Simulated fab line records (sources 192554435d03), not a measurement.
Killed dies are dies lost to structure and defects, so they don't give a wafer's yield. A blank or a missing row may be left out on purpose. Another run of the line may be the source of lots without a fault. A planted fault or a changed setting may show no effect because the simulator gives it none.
Which of the tools did it?    flow n5 finfet    Sampling: 8 lots, 24 wafers, 8 of 1938 route steps

## WHAT THE GAUGES SHOWED, per wafer
N5_FIN_SAQP_CD_MEAS_27: target cd 20 nm. Usual: cd nm at 20.32 nm, with a standard deviation of 0.22.
lot   measured     on         cd nm (nm)         flag
L331  day 2 12:02  cd sem-01  20.18 20.07 20.60  
L332  day 2 19:43  cd sem-02  20.29 20.46 20.51  
L336  day 3 17:41  cd sem-01  20.22 20.20 20.70  
L340  day 4 18:34  cd sem-03  20.57 20.34 20.49  
L341  day 5 03:11  cd sem-01  20.24 20.42 20.44  
L342  day 5 08:07  cd sem-03  20.12 20.52 20.34  
L347  day 6 12:34  cd sem-03  20.30 20.52 20.20  
L350  day 7 05:51  cd sem-03  20.40 20.32 20.71  

N5_FIN_SAQP_INSPECT_40: inspects for defects (brightfield). Usual: raw defect count at 219, with a standard deviation of 60.
lot   measured     on                 raw defect count  flag
L331  day 2 14:09  defect inspect-02  212 158 169       
L332  day 2 22:02  defect inspect-02  160 212 228       
L336  day 3 20:28  defect inspect-01  194 222 254       
L340  day 4 22:38  defect inspect-01  194 188 245       
L341  day 5 06:08  defect inspect-02  710 794 840       OFF
L342  day 5 10:50  defect inspect-01  194 241 168       
L347  day 6 15:00  defect inspect-02  791 844 768       OFF
L350  day 7 08:02  defect inspect-02  180 217 280       

N5_FIN_CUT_INSPECT_10: inspects for defects (brightfield). Usual: raw defect count at 41, with a standard deviation of 11.
lot   measured     on                 raw defect count  flag
L331  day 2 14:32  defect inspect-02  37 23 35          
L332  day 2 22:26  defect inspect-01  45 41 41          
L336  day 3 20:52  defect inspect-02  41 38 48          
L340  day 4 23:01  defect inspect-01  21 38 48          
L341  day 5 06:32  defect inspect-01  588 618 651       OFF
L342  day 5 11:13  defect inspect-02  47 41 35          
L347  day 6 15:24  defect inspect-01  636 639 624       OFF
L350  day 7 08:26  defect inspect-01  30 38 45          

N5_FIN_CUT_INSPECT_17: inspects for defects (brightfield). Usual: raw defect count at 228, with a standard deviation of 64.
lot   measured     on                 raw defect count  flag
L331  day 2 15:29  defect inspect-01  234 179 187       
L332  day 2 23:39  defect inspect-01  182 229 254       
L336  day 3 21:49  defect inspect-01  211 227 250       
L340  day 5 00:01  defect inspect-02  178 180 234       
L341  day 5 07:29  defect inspect-02  704 796 838       OFF
L342  day 5 12:20  defect inspect-01  178 256 158       
L347  day 6 16:32  defect inspect-01  800 853 809       OFF
L350  day 7 09:23  defect inspect-01  176 232 318       

N5_BEOL_M4_RC_MEAS_101. Usual: DIBL_N 36.3 mV/V, standard deviation 1.1; DIBL_P 36.3 mV/V, standard deviation 1.4; IOFF_N 0.155 nA/um, standard deviation 0.019; IOFF_P 0.211 nA/um, standard deviation 0.027; ION_N 672 uA/um, standard deviation 8.5; ION_P 462 uA/um, standard deviation 5.8; SS_N 71.5 mV/dec, standard deviation 0.56; SS_P 73.3 mV/dec, standard deviation 0.52; VT_N 249.9 mV, standard deviation 2.5; VT_P -249.8 mV, standard deviation 2.8.
lot   measured      on         DIBL_N (mV/V)   DIBL_P (mV/V)   IOFF_N (nA/um)     IOFF_P (nA/um)     ION_N (uA/um)  ION_P (uA/um)  SS_N (mV/dec)   SS_P (mV/dec)   VT_N (mV)          VT_P (mV)             flag
L331  day 10 12:52  prober-01  35.6 34.9 35.7  36.9 35.4 35.9  0.152 0.134 0.153  0.178 0.170 0.178  669 670 671    451 456 455    71.1 71.3 72.0  73.6 73.3 73.3  248.7 249.2 251.5  -253.7 -252.4 -253.4  
L332  day 10 03:50  prober-01  35.0 35.6 36.1  36.1 37.4 37.8  0.126 0.148 0.149  0.198 0.235 0.227  669 679 668    459 473 458    70.9 71.3 71.5  72.1 73.1 72.3  255.9 248.9 251.6  -249.1 -247.1 -248.8  
L336  day 13 01:34  prober-02  36.7 37.7 36.1  37.0 37.7 34.9  0.177 0.182 0.156  0.217 0.223 0.183  689 677 670    466 459 456    71.6 72.3 71.0  74.0 73.2 73.2  250.4 245.9 249.7  -248.3 -247.1 -251.6  
L340  day 14 12:06  prober-01  37.2 38.5 36.4  36.9 38.1 36.1  0.151 0.178 0.139  0.183 0.206 0.181  670 664 658    455 452 447    71.2 72.3 71.2  73.8 73.0 73.0  251.3 250.4 253.2  -253.2 -249.8 -252.0  
L341  day 14 23:47  prober-01  34.7 36.8 35.3  33.6 35.7 34.6  0.137 0.175 0.146  0.184 0.211 0.197  666 667 665    458 453 458    70.4 71.2 70.7  72.8 73.8 73.1  250.3 248.7 248.0  -251.3 -250.6 -250.7  
L342  day 15 10:38  prober-01  36.8 34.9 37.2  37.0 35.0 37.4  0.144 0.116 0.153  0.238 0.204 0.250  663 650 665    460 455 460    72.3 71.6 72.1  73.7 72.6 73.7  251.8 257.1 251.9  -247.6 -250.4 -248.8  
L347  day 17 01:21  prober-02  38.3 37.5 36.9  37.3 35.8 35.6  0.176 0.154 0.149  0.236 0.206 0.204  677 680 669    462 465 457    71.2 71.6 71.5  73.9 73.1 73.6  245.9 252.5 250.5  -248.3 -249.6 -249.6  
L350  day 16 08:40  prober-01  34.9 34.3 34.9  37.6 36.8 36.6  0.168 0.150 0.157  0.241 0.235 0.232  668 673 665    470 472 465    70.4 71.7 71.8  73.3 73.1 72.6  247.3 249.5 251.7  -247.3 -244.4 -248.7  

## WHAT TOOL EACH LOT RAN ON (gives the tool, then ch and the chambers of the sampled wafers, and finally the start)
lot   N5_FIN_SAQP_ETCH_67                N5_FIN_SAQP_RECESS_71              N5_FIN_SAQP_SPACER2_ALD_28
L331  rie diel-04 ch 0,1,2, day 2 12:48  vapor etch-02 ch 0,1, day 2 12:56  ald sin-02 ch 0,1, day 2 13:02
L332  rie diel-04 ch 0,1, day 2 20:35    vapor etch-02 ch 0,1, day 2 20:41  ald sin-02 ch 0,1,3, day 2 20:50
L336  rie diel-02 ch 0,1,2, day 3 18:47  vapor etch-02 ch 0,1, day 3 18:53  ald sin-01 ch 0,1,3, day 3 19:11
L340  rie diel-02 ch 0,1,2, day 4 19:41  vapor etch-01 ch 0,1, day 4 19:47  ald sin-02 ch 0,2,3, day 4 21:32
L341  rie diel-02 ch 2,3, day 5 03:58    vapor etch-02 ch 0,1, day 5 04:07  ald sin-01 ch 0,1, day 5 04:56
L342  rie diel-04 ch 0,2,3, day 5 08:54  vapor etch-02 ch 0,1, day 5 09:00  ald sin-02 ch 0,2,3, day 5 09:39
L347  rie diel-02 ch 1,3, day 6 13:35    vapor etch-01 ch 0,1, day 6 13:41  ald sin-01 ch 0,2, day 6 13:49
L350  rie diel-05 ch 2,3, day 7 06:37    vapor etch-01 ch 0,1, day 7 06:46  ald sin-01 ch 0,1,3, day 7 06:52
- N5_FIN_SAQP_ETCH_67: etches SiNx in CH3F/O2, target depth 30 nm.
- N5_FIN_SAQP_RECESS_71: chemistry HF/NH3, target SiO2, target depth 3 nm, afs cycles 1, sublimation time 60 s.
- N5_FIN_SAQP_SPACER2_ALD_28: deposits SiO2, target thk 8.1 nm, pulse time 1 s, purge time 2 s.

## AS READ BY THE TOOLS THEMSELVES (means over the sampled wafers that have a number; for cases with no such wafer, the mark the record gives instead)
N5_FIN_SAQP_ETCH_67. Usual: drypump motor current A 5.7 A, standard deviation 0.38; oes product au 0.76 a.u., standard deviation 0.072; rf vpp V 297.2 V, standard deviation 2.9; showerhead plenum p Torr 2.00 Torr, standard deviation 0.08; throttle valve pct 16.46 %, standard deviation 0.13.
lot   tool         drypump motor current A (A)  oes product au (a.u.)  rf vpp V (V)  showerhead plenum p Torr (Torr)  throttle valve pct (%)  flag
L331  rie diel-04  5.6                          0.72                   295.9         1.95                             16.58                   
L332  rie diel-04  5.9                          0.71                   296.8         1.92                             16.60                   
L336  rie diel-02  5.7                          0.79                   299.6         2.04                             16.31                   
L340  rie diel-02  5.7                          0.77                   299.5         2.04                             16.32                   
L341  rie diel-02  5.7                          0.82                   300.6         2.05                             16.39                   
L342  rie diel-04  5.4                          0.71                   295.9         1.98                             16.50                   
L347  rie diel-02  5.6                          0.77                   297.1         1.98                             16.43                   
L350  rie diel-05  6.3                          0.70                   295.5         2.07                             16.58                   

N5_FIN_SAQP_RECESS_71. Usual: drypump motor current A 5.2 A, standard deviation 0.36; temp c 29.98 C, standard deviation 0.1.
lot   tool           drypump motor current A (A)  temp c (C)  flag
L331  vapor etch-02  5.1                          29.93       
L332  vapor etch-02  5.1                          30.06       
L336  vapor etch-02  5.2                          29.98       
L340  vapor etch-01  5.1                          29.94       
L341  vapor etch-02  5.2                          29.94       
L342  vapor etch-02  5.2                          30.07       
L347  vapor etch-01  5.5                          30.05       
L350  vapor etch-01  5.1                          30.04       

N5_FIN_SAQP_SPACER2_ALD_28. Usual: heater power w 460 W, standard deviation 43; precursor pulse height rel 1.001, standard deviation 0.021.
lot   tool        heater power w (W)  precursor pulse height rel  flag
L331  ald sin-02  452                 1.004                       
L332  ald sin-02  441                 1.011                       
L336  ald sin-01  449                 0.995                       
L340  ald sin-02  444                 0.982                       
L341  ald sin-01  450                 1.007                       
L342  ald sin-02  444                 1.015                       
L347  ald sin-01  457                 1.000                       
L350  ald sin-01  444                 1.008                       

## THE ANSWER, worked out from the rows above alone
Rule: a lot counts as off when the mean over its wafers that have a number is more than 3 standard deviations away from the usual mean. A lot without any number at a reading at which 4 lots or more have one is off too. All remaining lots with rows at the step are treated as sound. The gauges are gone through in route order, then the tools' own readings, and for those a lot's mean is taken as printed above. At the first step where some lot is off, the reading lying furthest off is the one used; lots without a number count as furthest.
Off at N5_FIN_SAQP_INSPECT_40 (raw defect count): L341, L347.
A tool fits if, at a process step before that reading, it ran every lot that is off, and no sound lot after the first of them. The gauges at N5_FIN_SAQP_INSPECT_40 aren't tried: what is off there is off at N5_FIN_CUT_INSPECT_10 too, on other tools, and a gauge's error can't cause that. One fits: N5_FIN_SAQP_ETCH_67 on rie diel-02. A fault onset in the window from L340 (day 4 19:41, its last sound lot) to L341 (day 5 03:58, its first lot off) fits.

## WHAT WAS PUT IN BY THE SIMULATOR
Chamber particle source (rie diel-02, N5_FIN_SAQP_ETCH_67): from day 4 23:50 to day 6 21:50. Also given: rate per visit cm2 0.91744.
Shown lots that were struck: L341, L347. The rule given above showed the same thing.
